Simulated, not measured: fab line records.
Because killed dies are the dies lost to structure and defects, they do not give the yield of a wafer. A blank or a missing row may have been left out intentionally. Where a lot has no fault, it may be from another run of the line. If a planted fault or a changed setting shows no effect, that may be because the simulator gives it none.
fab line records || flow n5-finfet
[record] {"lots": 4, "wafers": 11, "last-day": 17}
route steps=1938 shown BEOL_M6@1251 BEOL_M7@1263 PASSIVATION@1936
lots untouched by any fault: they come from a run of this same line in which no faults occurred
start-h: hours from the record's opening day to when the first of the lot's shown wafers began || wait-h: how many hours have passed since the lot's step before this one || " repeats the value in the row above || L1.1+2: a row that stands for several wafers || - either no value or no given start || * or withheld: withheld || < > ~ a bound
route shown NAME@n: names a module that has steps shown in the file, with the first one's number in the route || usual: mean/standard deviation taken from wafers without a fault || same: alike in all rows || chamber/n: place in a boat || sites: the reading at each site || _std_site: the standard deviation of these || _edge_site: mean of outer sites minus mean of inner sites || radius-mm: how far each site lies from the wafer's centre || mask NAME#n: copy n || behind: tool/chamber where the wafer was last shaped || hold: why the lot was held/for how many hours/how that ended || device: the n, p or np transistor that did not switch || end of line: at the end of the route, the tests of the same wafers || for a step that has no rows: nothing shown but its recipe || killed: dies that structure and defects cost at the first sort, which is not the same as the wafer's yield || map: per-die view of a wafer (x killed, . not killed, _ where there is no die)
set.NAME: the setting that was run; set.NAME@STEP: the one run at that earlier step || model.NAME: the simulator's own value behind a step, which no gauge read
lots seen at some steps along the route; tables by step, rows by wafer
services: from which hour (start-h, from the record's first day; less than 0 if before it) a tool's chamber was out of use, for how many hours, and why
[[steps]]
[step N5_BEOL_M6_ALD_77]
[recipe] {"material": "TaN", "target-thk-a": 20, "temp-c": 275, "ald-precursor-family": "PDMAT", "ald-co-reactant": "NH3", "pressure-torr": 3, "carrier-flow-sccm": 1500, "pulse-time-s": 2, "purge-time-s": 3, "co-reactant-purge-time-s": 2, "co-reactant-pulse-time-s": 3, "ald-cycles": 40, "precursor-vessel-temp-c": 75, "precursor-vessel-pressure-torr": 26.25, "precursor-vessel-carrier-sccm": 1000}
[step N5_BEOL_M6_SURFACE_TREAT_79]
[recipe] {"gas": "Ar", "time-s": "*", "ion-energy-ev": "*", "ion-current-ma-cm2": 0.5, "pressure-mtorr": "*", "ar-flow-sccm": 30}
[step N5_BEOL_M6_CVD_78]
[recipe] {"material": "Co", "target-thk-a": 20, "temp-c": "withheld", "precursor": "CCTBA/H2", "pressure-torr": 30, "time-s": 142.3}
[step N5_BEOL_M6_SPUTTER_48]
[recipe] {"material": "Cu", "target-thk-a": 100, "temp-c": -20, "bias-v": 60, "power-w": 26000, "chamber-pressure-pa": 0.13, "time-s": 1.667}
[step N5_BEOL_M6_ECD_50]
[recipe] {"material": "Cu", "target-thk-a": 3000}
[step N5_BEOL_M6_ANNEAL_51]
[recipe] {"temp-c": 225, "time-s": 90, "ambient": "N2"}
[step N5_BEOL_M6_CMP_52]
[recipe] {"stop-on": "SiCOH_lowk", "t-overpolish-s": 6.9, "down-force-psi": 1, "platen-rpm": 50, "clearing-platen-down-force-psi": 1.5, "clearing-platen-rpm": 50, "post-cmp-clean": "cu-alkaline", "target-thk-nm": 80, "clearing-platen-pad-velocity-m-s": 0.99484, "pad-velocity-m-s": 0.99484}
[step N5_BEOL_M6_PRE_CLEAN_55]
[recipe] {"gas": "NH3", "time-s": 15, "temp-c": "withheld", "rf-power-w": 300}
[step N5_BEOL_M6_DEP_56]
[recipe] {"material": "SiCN", "target-thk-a": 100, "temp-c": "withheld", "precursor": "3MS/NH3", "pressure-torr": 3, "rf-w": 202, "time-s": 17.5}
[step N5_BEOL_M7_ILD_DEP_00]
[recipe] {"material": "SiCOH_lowk", "target-thk-a": 1797.5, "temp-c": 300, "precursor": "DEMS/porogen", "pressure-torr": 5, "rf-w": 500, "time-s": 33.4}
[usual] {"heater-power-w": "320/35", "showerhead-plenum-p-Torr": "5.744/0.019", "showerhead-vpp-V": "1400/46", "throttle-valve-pct": "13.7/0.81"}
{"lot.wafer": "L260.3", "tool": "pecvd-04", "chamber": 2, "start-h": 248.36, "wait-h": 0.0, "heater-power-w": 364, "showerhead-plenum-p-Torr": 5.742, "showerhead-vpp-V": 1363, "throttle-valve-pct": 12.2, "model.SiCOH_lowk_of_BEOL_M7_ILD_DEP_00.thk-nm": 180.8}
{"lot.wafer": "L260.4", "tool": "pecvd-04", "chamber": 2, "start-h": 248.36, "wait-h": 0.0, "heater-power-w": 368, "showerhead-plenum-p-Torr": 5.739, "showerhead-vpp-V": 1369, "throttle-valve-pct": 12.1, "model.SiCOH_lowk_of_BEOL_M7_ILD_DEP_00.thk-nm": 184.8}
{"lot.wafer": "L260.5", "tool": "pecvd-04", "chamber": 0, "start-h": 248.36, "wait-h": 0.0, "heater-power-w": 326, "showerhead-plenum-p-Torr": 5.767, "showerhead-vpp-V": 1399, "throttle-valve-pct": 13.0, "model.SiCOH_lowk_of_BEOL_M7_ILD_DEP_00.thk-nm": 180.6}
{"lot.wafer": "L261.2", "tool": "pecvd-04", "chamber": 2, "start-h": 267.29, "wait-h": 0.0, "heater-power-w": 368, "showerhead-plenum-p-Torr": 5.751, "showerhead-vpp-V": 1373, "throttle-valve-pct": 12.1, "model.SiCOH_lowk_of_BEOL_M7_ILD_DEP_00.thk-nm": 158.8}
{"lot.wafer": "L261.4", "tool": "pecvd-04", "chamber": 1, "start-h": 267.29, "wait-h": 0.0, "heater-power-w": 320, "showerhead-plenum-p-Torr": 5.770, "showerhead-vpp-V": 1358, "throttle-valve-pct": 14.5, "model.SiCOH_lowk_of_BEOL_M7_ILD_DEP_00.thk-nm": 183.6}
{"lot.wafer": "L261.6", "tool": "pecvd-04", "chamber": 2, "start-h": 267.29, "wait-h": 0.0, "heater-power-w": 374, "showerhead-plenum-p-Torr": 5.751, "showerhead-vpp-V": 1373, "throttle-valve-pct": 12.0, "model.SiCOH_lowk_of_BEOL_M7_ILD_DEP_00.thk-nm": 182.8}
{"lot.wafer": "L263.2", "tool": "pecvd-04", "chamber": 0, "start-h": 269.18, "wait-h": 0.0, "heater-power-w": 310, "showerhead-plenum-p-Torr": 5.766, "showerhead-vpp-V": 1404, "throttle-valve-pct": 13.1, "model.SiCOH_lowk_of_BEOL_M7_ILD_DEP_00.thk-nm": 150.4}
{"lot.wafer": "L263.6", "tool": "pecvd-04", "chamber": 2, "start-h": 269.18, "wait-h": 0.0, "heater-power-w": 363, "showerhead-plenum-p-Torr": 5.742, "showerhead-vpp-V": 1377, "throttle-valve-pct": 12.4, "model.SiCOH_lowk_of_BEOL_M7_ILD_DEP_00.thk-nm": 185.6}
{"lot.wafer": "L271.1", "tool": "pecvd-03", "chamber": 0, "start-h": 327.97, "wait-h": 0.0, "heater-power-w": 327, "showerhead-plenum-p-Torr": 5.729, "showerhead-vpp-V": 1446, "throttle-valve-pct": 13.9, "model.SiCOH_lowk_of_BEOL_M7_ILD_DEP_00.thk-nm": 174.8}
{"lot.wafer": "L271.4", "tool": "pecvd-03", "chamber": 0, "start-h": 327.97, "wait-h": 0.0, "heater-power-w": 326, "showerhead-plenum-p-Torr": 5.721, "showerhead-vpp-V": 1413, "throttle-valve-pct": 13.6, "model.SiCOH_lowk_of_BEOL_M7_ILD_DEP_00.thk-nm": 177.8}
{"lot.wafer": "L271.5", "tool": "pecvd-03", "chamber": 1, "start-h": 327.97, "wait-h": 0.0, "heater-power-w": 310, "showerhead-plenum-p-Torr": 5.736, "showerhead-vpp-V": 1359, "throttle-valve-pct": 13.6, "model.SiCOH_lowk_of_BEOL_M7_ILD_DEP_00.thk-nm": 180.8}
[step N5_BEOL_M7_CURE_74]
[recipe] {"temp-c": 385, "time-s": 240, "ambient": "He/Ar", "material": "SiCOH_lowk"}
[step N5_BEOL_M7_THK_MEAS_01]
[recipe] {"reads": "SiCOH_lowk_of_BEOL_M7_ILD_DEP_00"}
[usual] {"M7_ILD_THK": "155.4/2.5"}
{"lot.wafer": "L260.3", "tool": "film-metro-02", "chamber": "-", "start-h": 248.94, "wait-h": 0.3, "M7_ILD_THK[nm]": 155.9}
{"lot.wafer": "L260.4", "tool": "film-metro-02", "chamber": "-", "start-h": 248.94, "wait-h": 0.3, "M7_ILD_THK[nm]": 159.3}
{"lot.wafer": "L260.5", "tool": "film-metro-02", "chamber": "-", "start-h": 248.94, "wait-h": 0.3, "M7_ILD_THK[nm]": 155.7}
{"lot.wafer": "L261.2", "tool": "film-metro-02", "chamber": "-", "start-h": 268.35, "wait-h": 0.7, "M7_ILD_THK[nm]": 136.8}
{"lot.wafer": "L261.4", "tool": "film-metro-02", "chamber": "-", "start-h": 268.35, "wait-h": 0.7, "M7_ILD_THK[nm]": 158.2}
{"lot.wafer": "L261.6", "tool": "film-metro-02", "chamber": "-", "start-h": 268.35, "wait-h": 0.7, "M7_ILD_THK[nm]": 157.7}
{"lot.wafer": "L263.2", "tool": "film-metro-01", "chamber": "-", "start-h": 269.90, "wait-h": 0.4, "M7_ILD_THK[nm]": 129.5}
{"lot.wafer": "L263.6", "tool": "film-metro-01", "chamber": "-", "start-h": 269.90, "wait-h": 0.4, "M7_ILD_THK[nm]": 160.0}
{"lot.wafer": "L271.1", "tool": "film-metro-02", "chamber": "-", "start-h": 328.55, "wait-h": 0.4, "M7_ILD_THK[nm]": 150.8}
{"lot.wafer": "L271.4", "tool": "film-metro-02", "chamber": "-", "start-h": 328.55, "wait-h": 0.4, "M7_ILD_THK[nm]": 153.5}
{"lot.wafer": "L271.5", "tool": "film-metro-02", "chamber": "-", "start-h": 328.55, "wait-h": 0.4, "M7_ILD_THK[nm]": 156.0}
[step N5_BEOL_M7_PECVD_70]
[recipe] {"material": "SiO2", "target-thk-a": 200, "temp-c": 400, "precursor": "TEOS/O2", "pressure-torr": 5.5, "rf-w": 450, "teos-flow-sccm": 53.8, "gas": "O2", "flow-sccm": 3000, "time-s": 22.7}
[step N5_BEOL_M7_HM_DEP_02]
[recipe] {"material": "TiN", "target-thk-a": 200, "temp-c": 25, "chamber-pressure-pa": 0.49996}
[step N5_BEOL_M7_COAT_59]
[recipe] {"resist": "SOC", "temp-c": 250, "time-s": 60, "spin-rpm": 1500, "resist-thk-nm": 100}
[step N5_BEOL_M7_COAT_60]
[recipe] {"resist": "SiARC", "temp-c": 220, "time-s": 60, "spin-rpm": 1500, "resist-thk-nm": 35}
[step N5_BEOL_M7_COAT_05]
[recipe] {"resist": "CAR-ArF", "spin-rpm": 1500, "resist-thk-nm": 90}
[step N5_BEOL_M7_EBR_07]
[recipe] {"solvent": "PGMEA", "ebr-width-mm": 1.5}
[step N5_BEOL_M7_SOFTBAKE_06]
[recipe] {"temp-c": 110, "time-s": 60, "resist": "CAR-ArF"}
[step N5_BEOL_M7_EXPOSE_08]
[recipe] {"mask-id": "M7", "na": 1.35, "source-shape": "dipole", "sigma-inner": 0.817, "sigma-outer": 0.97, "polarization": "te", "dose-mj": 68.25}
[step N5_BEOL_M7_PEB_09]
[recipe] {"peb-temp-c": "withheld", "peb-time-s": 60, "resist": "CAR-ArF"}
[step N5_BEOL_M7_DEVELOP_10]
[recipe] {"develop-time-s": 30, "developer": "TMAH", "resist": "CAR-ArF", "rinse-liquid": "diw", "dry": "air-spin", "dev-temp-c": 23}
[step N5_BEOL_M7_DESCUM_16]
[recipe] {"chemistry": "O2", "time-s": 7.9, "source-power-w": 50, "bias-power-w": 20, "pressure-mtorr": 20, "rf-frequency-hz": 2.712e+07, "temp-c": 40, "resist": "CAR-ArF", "o2-flow-sccm": 225}
[step N5_BEOL_M7_ETCH_61]
[recipe] {"chemistry": "CF4", "target": "SiARC", "target-depth-a": 455, "mask-material": "CAR-ArF", "time-s": 75.8, "ion-energy-ev": 80, "pressure-mtorr": 40, "source-w": 545, "bias-w": 36, "Ar_flow_sccm": 100, "cf4-flow-sccm": 100, "ends": "cleared"}
[step N5_BEOL_M7_ETCH_62]
[recipe] {"chemistry": "N2/H2", "target": "SOC", "target-depth-a": 1100, "overetch-a": 220, "mask-material": "SiARC", "temp-c": 40, "time-s": 165, "ion-energy-ev": 200, "pressure-mtorr": 30, "source-w": 840, "bias-w": 150, "n2-flow-sccm": 200, "h2-flow-sccm": 200}
[step N5_BEOL_M7_STRIP_68]
[recipe] {"chemistry": "N2/H2", "temp-c": 40, "n2-flow-sccm": 200, "h2-flow-sccm": 200, "rf-frequency-hz": 6e+07}
[step N5_BEOL_M7_STRIP_67]
[recipe] {"chemistry": "CF4", "resist": "SiARC", "power-w": 300, "bias-power-w": 75, "pressure-mtorr": 50, "cf4-flow-sccm": 150, "rf-frequency-hz": 6e+07}
[step N5_BEOL_M7_HM_OPEN_17]
[recipe] {"chemistry": "Cl2/BCl3", "target-depth-a": 200, "overetch-a": 60, "target": "TiN", "mask-material": "SOC", "ion-energy-ev": 150, "pressure-mtorr": 10, "icp-w": 1000, "bias-w": 126, "Cl2_flow_sccm": 53.25, "bcl3-flow-sccm": 21.75, "Ar_flow_sccm": 25}
[step N5_BEOL_M7_STRIP_19]
[recipe] {"chemistry": "O2", "power-w": 400, "temp-c": 40, "pressure-mtorr": 30, "rf-frequency-hz": 6e+07, "bias-power-w": 0, "overash-fraction": 0.2, "o2-flow-sccm": 225}
[step N5_BEOL_M7_COAT_63]
[recipe] {"resist": "SOC", "temp-c": 250, "time-s": 60, "spin-rpm": 1500, "resist-thk-nm": 60}
[step N5_BEOL_M7_COAT_64]
[recipe] {"resist": "SiARC", "temp-c": 220, "time-s": 60, "spin-rpm": 1500, "resist-thk-nm": 12}
[step N5_BEOL_M7_COAT_71]
[recipe] {"resist": "underlayer", "temp-c": 205, "time-s": 60, "spin-rpm": 1500, "resist-thk-nm": 5}
[step N5_BEOL_M7_COAT_22]
[recipe] {"resist": "CAR-EUV", "spin-rpm": 1500, "resist-thk-nm": 30}
[step N5_BEOL_M7_EBR_24]
[recipe] {"solvent": "PGMEA", "ebr-width-mm": 1.5}
[step N5_BEOL_M7_SOFTBAKE_23]
[recipe] {"temp-c": 110, "time-s": 60, "resist": "CAR-EUV"}
[step N5_BEOL_M7_CMP_52]
[recipe] {"stop-on": "SiCOH_lowk", "t-overpolish-s": 6.9, "down-force-psi": 1, "platen-rpm": 50, "clearing-platen-down-force-psi": 1.5, "clearing-platen-rpm": 50, "post-cmp-clean": "cu-alkaline", "target-thk-nm": 80, "clearing-platen-pad-velocity-m-s": 0.99484, "pad-velocity-m-s": 0.99484}
[usual] {"clearing-platen-down-force-psi": "1.500/0.0034", "motor-current-A": "6.4/0.5"}
{"lot.wafer": "L260.4", "tool": "cmp-04", "chamber": 3, "start-h": 258.00, "wait-h": 0.1, "clearing-platen-down-force-psi": 1.502, "motor-current-A": 6.1, "model.SiCOH_lowk_of_BEOL_M7_ILD_DEP_00.thk-nm": 156.4}
{"lot.wafer": "L260.3", "tool": "cmp-04", "chamber": 2, "start-h": 258.00, "wait-h": 0.1, "clearing-platen-down-force-psi": 1.499, "motor-current-A": 5.6, "model.SiCOH_lowk_of_BEOL_M7_ILD_DEP_00.thk-nm": 153}
{"lot.wafer": "L260.5", "tool": "cmp-04", "chamber": 0, "start-h": 258.00, "wait-h": 0.1, "clearing-platen-down-force-psi": 1.502, "motor-current-A": 6.2, "model.SiCOH_lowk_of_BEOL_M7_ILD_DEP_00.thk-nm": 152.8}
{"lot.wafer": "L261.4", "tool": "cmp-04", "chamber": 1, "start-h": 274.87, "wait-h": 0.1, "clearing-platen-down-force-psi": 1.499, "motor-current-A": 6.7, "model.SiCOH_lowk_of_BEOL_M7_ILD_DEP_00.thk-nm": 155.4}
{"lot.wafer": "L261.2", "tool": "cmp-04", "chamber": 0, "start-h": 274.87, "wait-h": 0.1, "clearing-platen-down-force-psi": 1.499, "motor-current-A": 6.3, "model.SiCOH_lowk_of_BEOL_M7_ILD_DEP_00.thk-nm": 133.8}
{"lot.wafer": "L261.6", "tool": "cmp-04", "chamber": 1, "start-h": 274.87, "wait-h": 0.1, "clearing-platen-down-force-psi": 1.497, "motor-current-A": 6.9, "model.SiCOH_lowk_of_BEOL_M7_ILD_DEP_00.thk-nm": 154.8}
{"lot.wafer": "L263.2", "tool": "cmp-04", "chamber": 1, "start-h": 276.63, "wait-h": 0.3, "clearing-platen-down-force-psi": 1.503, "motor-current-A": 6.4, "model.SiCOH_lowk_of_BEOL_M7_ILD_DEP_00.thk-nm": 126.4}
{"lot.wafer": "L263.6", "tool": "cmp-04", "chamber": 2, "start-h": 276.63, "wait-h": 0.3, "clearing-platen-down-force-psi": 1.493, "motor-current-A": 5.7, "model.SiCOH_lowk_of_BEOL_M7_ILD_DEP_00.thk-nm": 157}
{"lot.wafer": "L271.4", "tool": "cmp-04", "chamber": 2, "start-h": 335.41, "wait-h": 0.2, "clearing-platen-down-force-psi": 1.496, "motor-current-A": 5.3, "model.SiCOH_lowk_of_BEOL_M7_ILD_DEP_00.thk-nm": 150.4}
{"lot.wafer": "L271.1", "tool": "cmp-04", "chamber": 3, "start-h": 335.41, "wait-h": 0.2, "clearing-platen-down-force-psi": 1.498, "motor-current-A": 6.3, "model.SiCOH_lowk_of_BEOL_M7_ILD_DEP_00.thk-nm": 147.6}
{"lot.wafer": "L271.5", "tool": "cmp-04", "chamber": 1, "start-h": 335.41, "wait-h": 0.2, "clearing-platen-down-force-psi": 1.503, "motor-current-A": 6.5, "model.SiCOH_lowk_of_BEOL_M7_ILD_DEP_00.thk-nm": 153}
[step N5_PASSIVATION_PROBE_49]
[usual] {"defect-limited-yield": "91.8/1.5", "killed_at_M0_to_M3": "33/11", "killed_at_M4_up": "13/5", "killed-at-contacts": "11/5.6", "killed-at-front-end": "36/12", "killed-at-other": "3.4/2.5", "killed-dies": "97/18", "killed-open": "64/13", "killed-short": "31/6.9", "sort_bin_4_leakage": "0.01/0.048", "sort_bin_5_function": "4.8/1", "sort_bin_6_memory": "3.1/0.64", "sort-n-pass": "1083/18", "sort-yield-pct": "91.8/1.5"}
[same] {"gross-dies": 1180, "killed-at-back-side": 0, "sort_bin_8_speed[%]": 0}
{"lot.wafer": "L260.4", "tool": "prober-01", "chamber": "-", "start-h": 327.89, "wait-h": 0.5, "defect-limited-yield[%]": 91.9, "killed_at_M0_to_M3": 27, "killed_at_M4_up": 17, "killed-at-contacts": 11, "killed-at-front-end": 35, "killed-at-other": 5, "killed-dies": 95, "killed-open": 56, "killed-short": 39, "sort_bin_4_leakage[%]": 0, "sort_bin_5_function[%]": 4.8, "sort_bin_6_memory[%]": 3.1, "sort-n-pass": 1085, "sort-yield-pct[%]": 91.9}
{"lot.wafer": "L260.5", "tool": "prober-01", "chamber": "-", "start-h": 327.94, "wait-h": 0.5, "defect-limited-yield[%]": 92.4, "killed_at_M0_to_M3": 29, "killed_at_M4_up": 9, "killed-at-contacts": 11, "killed-at-front-end": 36, "killed-at-other": 5, "killed-dies": 90, "killed-open": 57, "killed-short": 33, "sort_bin_4_leakage[%]": 0, "sort_bin_5_function[%]": 4.2, "sort_bin_6_memory[%]": 3.3, "sort-n-pass": 1090, "sort-yield-pct[%]": 92.4}
// killed by level:class
L260.4 FIN_SAQP:geometric-particle:short=12 BEOL_M0_SAQP:geometric-particle:open=10 BEOL_M4:geometric-particle:open=8 STI_FIN_REVEAL:geometric-particle:open=6 MOL_CONTACT_COAG:geometric-particle:open=6 MOL_CONTACT_COAG:geometric-particle:short=5 BEOL_M0_SAQP:geometric-particle:short=5 FIN_SAQP:geometric-particle:open=4
L260.5 STI_FIN_REVEAL:geometric-particle:open=12 MOL_CONTACT_COAG:geometric-particle:open=9 BEOL_M0_SAQP:geometric-particle:open=8 BEOL_M0_SAQP:geometric-particle:short=8 FIN_SAQP:geometric-particle:open=5 FIN_SAQP:geometric-particle:short=5 BEOL_M1:geometric-particle:open=4 BEOL_M4:geometric-particle:open=4
[[services]]
{"tool": "cmp-04", "chamber": "-", "start-h": 229.89, "hours": 4.0, "kind": "pm"}
{"tool": "cmp-04", "chamber": "-", "start-h": 233.89, "hours": "-", "kind": "consumable-replace:conditioner"}
{"tool": "cmp-04", "chamber": "-", "start-h": 233.89, "hours": "-", "kind": "consumable-replace:pad"}
{"tool": "pecvd-04", "chamber": 1, "start-h": 256.77, "hours": 2.0, "kind": "repair"}
{"tool": "pecvd-04", "chamber": 1, "start-h": 272.86, "hours": 2.1, "kind": "scheduled-down"}
{"tool": "pecvd-04", "chamber": "-", "start-h": 288.42, "hours": 0.8, "kind": "repair"}
{"tool": "cmp-04", "chamber": "-", "start-h": 317.77, "hours": 1.3, "kind": "repair"}
{"tool": "pecvd-04", "chamber": 2, "start-h": 319.96, "hours": 5.5, "kind": "scheduled-down"}
{"tool": "pecvd-03", "chamber": 1, "start-h": 333.33, "hours": 3.7, "kind": "repair"}
[[key]]
[first-sign] {"step": "N5_BEOL_M7_THK_MEAS_01", "reading": "M7_ILD_THK", "direction": "down", "sigmas": 9, "usual": 155.4, "struck": 133.1}
effect none on later readings
[model-effect] {"step": "N5_BEOL_M7_ILD_DEP_00", "value": "SiCOH_lowk_of_BEOL_M7_ILD_DEP_00.thk-nm", "without": 178.5, "struck": 154.6}
[model-effect] {"step": "N5_BEOL_M7_CMP_52", "value": "SiCOH_lowk_of_BEOL_M7_ILD_DEP_00.thk-nm", "without": 150.9, "struck": 130.1}
met-at N5_BEOL_M7_ILD_DEP_00
struck-wafers L261.2,L263.2
onset-between 248.36 267.29
[fault] {"kind": "process-parameter-drift", "tool": "pecvd-04", "chamber": "-", "onset-h": 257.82, "steps": "N5_BEOL_M7_ILD_DEP_00", "channel": "time-s", "offset": "*", "shape": "step", "end-h": 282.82, "scope": "struck-wafers-only", "acts-in": "*", "stated": "*"}
